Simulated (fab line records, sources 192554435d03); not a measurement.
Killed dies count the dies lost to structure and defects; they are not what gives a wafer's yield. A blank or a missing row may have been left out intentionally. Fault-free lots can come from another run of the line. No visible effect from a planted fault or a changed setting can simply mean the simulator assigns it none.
The tool behind it: which one? -- flow n5 finfet -- 72 wafers from 24 lots sampled at 6 of the route's 1938 steps

WHAT THE GAUGES READ, wafer by wafer
N5_BEOL_M10_THK_MEAS_01.
lot,measured,on,M10_ILD_THK (nm)
L074,day 11 02:21,film metro-01,263 263 267
L077,day 11 08:31,film metro-02,270 271 273
L079,day 11 08:02,film metro-01,267 263 270
L076,day 11 09:02,film metro-02,271 267 269
L075,day 11 12:28,film metro-02,267 266 268
L078,day 11 22:16,film metro-02,265 268 275
L080,day 12 11:42,film metro-01,265 263 271
L081,day 12 13:10,film metro-01,269 271 273
L082,day 13 10:40,film metro-02,271 267 272
L085,day 13 12:46,film metro-02,262 261 268
L084,day 14 23:21,film metro-02,268 270 270
L086,day 15 02:20,film metro-01,266 261 266
L089,day 15 11:06,film metro-02,261 268 270
L083,day 15 13:59,film metro-02,268 273 270
L087,day 15 19:06,film metro-02,268 272 275
L088,day 15 18:32,film metro-01,263 265 268
L090,day 16 01:18,film metro-01,264 264 269
L093,day 16 17:01,film metro-02,265 270 273
L092,day 16 21:30,film metro-02,269 268 275
L091,day 17 03:37,film metro-02,270 269 273
L094,day 17 04:07,film metro-01,268 267 270
L097,day 17 14:15,film metro-01,269 269 271
L095,day 17 14:31,film metro-01,274 271 274
L096,day 18 02:51,film metro-01,263 266 268

N5_BEOL_M11_INSPECT_30: inspects for defects (brightfield).
lot,measured,on,raw defect count
L074,day 11 14:45,defect inspect-01,435 403 365
L077,day 11 21:18,defect inspect-02,473 485 545
L079,day 11 18:04,defect inspect-02,706 482 421
L076,day 11 21:28,defect inspect-02,472 497 475
L075,day 12 03:38,defect inspect-01,367 392 386
L078,day 12 11:10,defect inspect-01,338 543 494
L080,day 12 20:40,defect inspect-02,456 357 457
L081,day 13 00:59,defect inspect-01,463 318 338
L082,day 14 00:16,defect inspect-01,392 353 369
L085,day 14 03:37,defect inspect-01,391 541 535
L084,day 15 10:43,defect inspect-02,557 593 424
L086,day 15 13:38,defect inspect-01,343 364 393
L089,day 15 19:56,defect inspect-02,375 451 309
L083,day 16 00:45,defect inspect-01,283 340 436
L087,day 16 07:34,defect inspect-02,300 285 341
L088,day 16 05:10,defect inspect-01,370 335 401
L090,day 16 12:16,defect inspect-02,540 450 437
L093,day 17 07:31,defect inspect-01,319 505 347
L092,day 17 10:41,defect inspect-02,469 479 451
L091,day 17 17:18,defect inspect-01,292 236 384
L094,day 17 17:39,defect inspect-01,487 319 474
L097,day 18 00:31,defect inspect-01,372 328 398
L095,day 18 03:44,defect inspect-02,374 551 432
L096,day 18 18:41,defect inspect-02,387 385 332

TOOL THAT RAN EACH LOT (tool first, then ch and the chambers of the sampled wafers, then the start)
lot,N5_BEOL_M9_ETCH_62,N5_BEOL_M9_ANNEAL_51,N5_BEOL_M9_CMP_52,N5_BEOL_M10_ETCH_61
L074,"rie diel-03 ch 0,1,3, day 10 16:56","rtp anneal-02 ch 0, day 10 23:35","cmp-03 ch 1,2,3, day 10 23:57","rie diel-05 ch 1,2,3, day 11 04:07"
L077,"rie diel-03 ch 0,1,3, day 11 02:24","rtp anneal-01 ch 0, day 11 06:57","cmp-04 ch 1,2, day 11 07:13","rie diel-05 ch 0,1, day 11 10:52"
L079,"rie diel-06 ch 0,2, day 11 03:35","rtp anneal-01 ch 0, day 11 06:38","cmp-03 ch 0,1,3, day 11 06:59","rie diel-01 ch 0,2,3, day 11 08:53"
L076,"rie diel-02 ch 2,3, day 11 04:04","rtp anneal-02 ch 0, day 11 07:31","cmp-04 ch 0,1,3, day 11 07:59","rie diel-05 ch 0,2,3, day 11 11:22"
L075,"rie diel-02 ch 2,3, day 11 05:47","rtp anneal-02 ch 0, day 11 11:07","cmp-04 ch 2,3, day 11 11:23","rie diel-01 ch 0,2, day 11 15:15"
L078,"rie diel-06 ch 0,1,2, day 11 14:46","rtp anneal-01 ch 0, day 11 20:53","cmp-03 ch 0,3, day 11 21:14","rie diel-04 ch 0,2,3, day 11 23:26"
L080,"rie diel-03 ch 0,1,2, day 12 04:54","rtp anneal-01 ch 0, day 12 10:03","cmp-03 ch 0,2, day 12 10:37","rie diel-01 ch 0,1,2, day 12 12:35"
L081,"rie diel-02 ch 1,2, day 12 07:42","rtp anneal-02 ch 0, day 12 11:50","cmp-04 ch 1,2,3, day 12 12:12","rie diel-01 ch 1,2, day 12 14:46"
L082,"rie diel-02 ch 1,3, day 13 05:25","rtp anneal-01 ch 0, day 13 09:20","cmp-01 ch 0,1,3, day 13 09:37","rie diel-04 ch 0,1,3, day 13 12:13"
L085,"rie diel-02 ch 1,2,3, day 13 06:08","rtp anneal-01 ch 0, day 13 11:26","cmp-03 ch 0,2,3, day 13 11:41","rie diel-04 ch 0,1,3, day 13 15:22"
L084,"rie diel-02 ch 0,2,3, day 14 15:29","rtp anneal-01 ch 0, day 14 22:00","cmp-04 ch 0,2,3, day 14 22:18","rie diel-01 ch 0,2,3, day 15 00:21"
L086,"rie diel-06 ch 1,2,3, day 14 19:25","rtp anneal-02 ch 0, day 15 01:00","cmp-01 ch 0,2,3, day 15 01:15","rie diel-01 ch 1,2,3, day 15 05:41"
L089,"rie diel-06 ch 0,2,3, day 15 06:02","rtp anneal-02 ch 0, day 15 09:46","cmp-01 ch 0,3, day 15 10:01","rie diel-04 ch 0,2,3, day 15 12:06"
L083,"rie diel-02 ch 1,2, day 15 09:52","rtp anneal-02 ch 0, day 15 12:41","cmp-01 ch 1,3, day 15 12:56","rie diel-01 ch 0,1,2, day 15 15:15"
L087,"rie diel-02 ch 0,3, day 15 11:37","rtp anneal-01 ch 0, day 15 17:34","cmp-03 ch 0,1,3, day 15 17:53","rie diel-05 ch 0,1,3, day 15 20:59"
L088,"rie diel-02 ch 0,2,3, day 15 12:15","rtp anneal-02 ch 0, day 15 16:40","cmp-03 ch 1,2,3, day 15 17:01","rie diel-04 ch 1,2,3, day 15 19:15"
L090,"rie diel-03 ch 0,2,3, day 15 18:59","rtp anneal-02 ch 0, day 15 23:28","cmp-03 ch 2,3, day 15 23:44","rie diel-01 ch 0,2,3, day 16 02:28"
L093,"rie diel-03 ch 0,3, day 16 11:39","rtp anneal-01 ch 0, day 16 15:37","cmp-03 ch 0,2,3, day 16 15:50","rie diel-05 ch 0,3, day 16 19:05"
L092,"rie diel-02 ch 0,2,3, day 16 14:09","rtp anneal-02 ch 0, day 16 20:06","cmp-01 ch 1,3, day 16 20:27","rie diel-01 ch 2,3, day 17 00:47"
L091,"rie diel-02 ch 0,2,3, day 16 18:57","rtp anneal-01 ch 0, day 17 01:43","cmp-03 ch 2,3, day 17 02:01","rie diel-01 ch 0,2,3, day 17 04:23"
L094,"rie diel-02 ch 0,2,3, day 16 19:31","rtp anneal-01 ch 0, day 17 02:40","cmp-01 ch 0,1,2, day 17 03:02","rie diel-04 ch 0,1,2, day 17 06:43"
L097,"rie diel-03 ch 0,2,3, day 17 07:50","rtp anneal-02 ch 0, day 17 12:49","cmp-04 ch 0,3, day 17 13:10","rie diel-05 ch 0,2, day 17 15:43"
L095,"rie diel-02 ch 0,1,2, day 17 08:35","rtp anneal-02 ch 0, day 17 13:16","cmp-04 ch 1,2, day 17 13:26","rie diel-04 ch 0,3, day 17 16:08"
L096,"rie diel-06 ch 0,1, day 17 20:24","rtp anneal-02 ch 0, day 18 01:29","cmp-01 ch 0,2,3, day 18 01:49","rie diel-04 ch 1,3, day 18 05:13"
- N5_BEOL_M9_ETCH_62: etches SOC in N2/H2, target depth 110 nm, overetch 22 nm, time 165 s.
- N5_BEOL_M9_ANNEAL_51: time 90 s.
- N5_BEOL_M9_CMP_52: polishes, stops on SiCOH lowk, t overpolish 7 s, target thk 140 nm.
- N5_BEOL_M10_ETCH_61: etches SiARC in CF4, target depth 39 nm, time 65 s.

WHAT THE TOOLS THEMSELVES READ (means of the sampled wafers that have a number; where no wafer has one, the mark that the record gives instead)
N5_BEOL_M9_ETCH_62.
lot,tool,chamber pressure mTorr (mTorr),drypump motor current A (A),oes product au (a.u.),rf vpp V (V),showerhead plenum p Torr (Torr),throttle valve pct (%)
L074,rie diel-03,30.015,5.4,0.68,525.3,2.60,17.74
L077,rie diel-03,30.031,5.5,0.68,525.2,2.60,17.76
L079,rie diel-06,29.982,6.1,0.67,520.9,2.44,17.62
L076,rie diel-02,30.027,5.9,0.63,524.9,2.57,17.95
L075,rie diel-02,29.998,5.9,0.63,525.1,2.57,17.95
L078,rie diel-06,29.984,5.8,0.66,523.1,2.51,17.83
L080,rie diel-03,29.996,5.4,0.69,525.7,2.60,17.79
L081,rie diel-02,30.005,6.1,0.65,525.9,2.61,17.79
L082,rie diel-02,30.018,6.0,0.67,523.7,2.49,18.00
L085,rie diel-02,30.003,6.0,0.66,524.0,2.55,17.90
L084,rie diel-02,29.979,5.8,0.65,523.0,2.51,17.92
L086,rie diel-06,30.038,5.8,0.59,522.9,2.51,18.04
L089,rie diel-06,29.979,5.7,0.64,521.7,2.46,17.80
L083,rie diel-02,30.011,6.2,0.68,524.5,2.59,17.75
L087,rie diel-02,30.022,5.7,0.66,522.1,2.46,18.04
L088,rie diel-02,30.002,5.8,0.65,523.3,2.51,17.94
L090,rie diel-03,29.998,5.2,0.71,525.7,2.62,17.68
L093,rie diel-03,29.998,5.0,0.67,523.5,2.54,17.65
L092,rie diel-02,29.965,5.8,0.64,523.1,2.51,17.93
L091,rie diel-02,30.001,5.8,0.64,524.0,2.50,17.95
L094,rie diel-02,30.015,5.8,0.64,522.7,2.50,17.95
L097,rie diel-03,30.000,5.2,0.69,524.9,2.61,17.70
L095,rie diel-02,30.001,6.0,0.67,523.7,2.55,17.79
L096,rie diel-06,29.984,5.3,0.75,522.9,2.52,17.71

N5_BEOL_M9_ANNEAL_51.
lot,tool,wafer_temp_C_max
L074,rtp anneal-02,226.6
L077,rtp anneal-01,225.6
L079,rtp anneal-01,225.9
L076,rtp anneal-02,226.2
L075,rtp anneal-02,226.2
L078,rtp anneal-01,225.8
L080,rtp anneal-01,225.9
L081,rtp anneal-02,226.3
L082,rtp anneal-01,225.8
L085,rtp anneal-01,225.7
L084,rtp anneal-01,226.0
L086,rtp anneal-02,226.4
L089,rtp anneal-02,226.1
L083,rtp anneal-02,226.4
L087,rtp anneal-01,225.5
L088,rtp anneal-02,226.4
L090,rtp anneal-02,226.5
L093,rtp anneal-01,225.7
L092,rtp anneal-02,226.4
L091,rtp anneal-01,225.9
L094,rtp anneal-01,225.9
L097,rtp anneal-02,226.4
L095,rtp anneal-02,226.3
L096,rtp anneal-02,226.3

N5_BEOL_M9_CMP_52.
lot,tool,barrier field endpoint s (s),motor current A (A),overpolish run s (s),slurry filter dp kPa (kPa),time to endpoint s (s)
L074,cmp-03,29.2,6.0,7.000,13.45,67.1
L077,cmp-04,28.9,5.5,7.003,13.51,67.5
L079,cmp-03,29.4,5.5,6.999,13.63,70.4
L076,cmp-04,28.3,6.0,6.995,13.49,64.3
L075,cmp-04,29.0,6.2,7.000,13.44,67.4
L078,cmp-03,29.4,5.6,7.012,13.42,64.8
L080,cmp-03,28.5,5.6,6.999,13.49,66.9
L081,cmp-04,28.7,5.9,6.995,13.53,65.1
L082,cmp-01,29.7,5.3,6.990,13.51,69.3
L085,cmp-03,29.5,6.0,7.004,13.36,67.3
L084,cmp-04,28.3,6.4,6.996,13.42,64.2
L086,cmp-01,28.4,4.9,7.006,13.62,66.5
L089,cmp-01,28.5,4.9,6.998,13.49,64.4
L083,cmp-01,29.2,5.3,7.005,13.44,68.1
L087,cmp-03,28.6,5.4,7.006,13.48,64.4
L088,cmp-03,28.5,6.3,6.999,13.50,64.1
L090,cmp-03,29.7,6.6,6.994,13.48,63.7
L093,cmp-03,29.7,5.9,7.002,13.51,68.1
L092,cmp-01,29.1,5.2,7.004,13.46,68.6
L091,cmp-03,28.7,6.9,7.000,13.41,65.0
L094,cmp-01,29.3,5.6,6.997,13.52,68.2
L097,cmp-04,29.5,6.6,7.003,13.59,69.9
L095,cmp-04,29.4,5.5,6.993,13.53,65.5
L096,cmp-01,29.7,5.2,7.003,13.53,67.3

N5_BEOL_M10_ETCH_61.
lot,tool,chamber pressure mTorr (mTorr),drypump motor current A (A),etch rf on time s (s),oes product au (a.u.),rf vpp V (V),showerhead plenum p Torr (Torr),throttle valve pct (%)
L074,rie diel-05,39.97,6.2,64.2,0.65,183.9,2.14,15.76
L077,rie diel-05,40.00,6.0,65.9,0.67,185.3,2.21,15.64
L079,rie diel-01,40.02,5.6,64.6,0.72,183.8,2.14,15.54
L076,rie diel-05,40.04,5.9,65.5,0.65,184.3,2.17,15.83
L075,rie diel-01,39.97,6.0,64.6,0.74,183.6,2.12,15.42
L078,rie diel-04,39.97,5.7,65.6,0.70,184.8,2.16,15.62
L080,rie diel-01,39.99,5.7,65.3,0.70,184.6,2.13,15.54
L081,rie diel-01,40.07,5.2,65.0,0.73,183.9,2.17,15.44
L082,rie diel-04,40.01,6.0,64.6,0.74,184.4,2.15,15.44
L085,rie diel-04,40.01,6.0,65.5,0.73,184.8,2.15,15.44
L084,rie diel-01,40.03,5.6,65.3,0.68,183.3,2.13,15.61
L086,rie diel-01,40.01,5.2,65.1,0.66,184.4,2.14,15.72
L089,rie diel-04,39.96,5.7,66.8,0.67,184.7,2.16,15.66
L083,rie diel-01,40.03,5.7,65.1,0.68,183.2,2.12,15.60
L087,rie diel-05,40.01,6.1,65.6,0.64,184.4,2.14,15.76
L088,rie diel-04,39.96,5.7,65.0,0.67,184.0,2.13,15.67
L090,rie diel-01,40.03,5.5,65.4,0.67,183.4,2.12,15.63
L093,rie diel-05,40.01,5.8,66.0,0.64,183.8,2.17,15.84
L092,rie diel-01,40.00,5.1,64.3,0.65,183.8,2.14,15.77
L091,rie diel-01,39.98,5.6,65.2,0.67,183.7,2.12,15.64
L094,rie diel-04,40.01,6.0,66.0,0.66,183.7,2.12,15.64
L097,rie diel-05,40.01,5.8,65.5,0.70,185.9,2.21,15.73
L095,rie diel-04,40.01,5.7,65.2,0.70,185.0,2.17,15.55
L096,rie diel-04,40.02,5.7,64.0,0.70,184.8,2.14,15.57

THE ANSWER, worked out from the rows above alone
Rule: usual is defined by the lots themselves. The widest of any qualifying gaps counts: lots, ordered by their means at a reading, are off when they make up no more than a third of the lots, leave a main group of 4 or more, and stand apart from it by 3 or more times the standard deviation of that group's means. A main group whose means are all the same, to the digits that the tables above print for the reading, isn't used. Also off: a lot with no number at a reading for which 4 or more lots have one. All remaining lots with rows at the step are treated as sound. First the gauges in route order, then the tools' own readings, where a lot's mean is used as printed above. The first step at which some lot is off is used, and at that step the reading that is off furthest; a lot without a number counts as furthest.
No lot is off on any of the readings shown, so nothing can be concluded from this.

WHAT WAS PUT IN BY THE SIMULATOR
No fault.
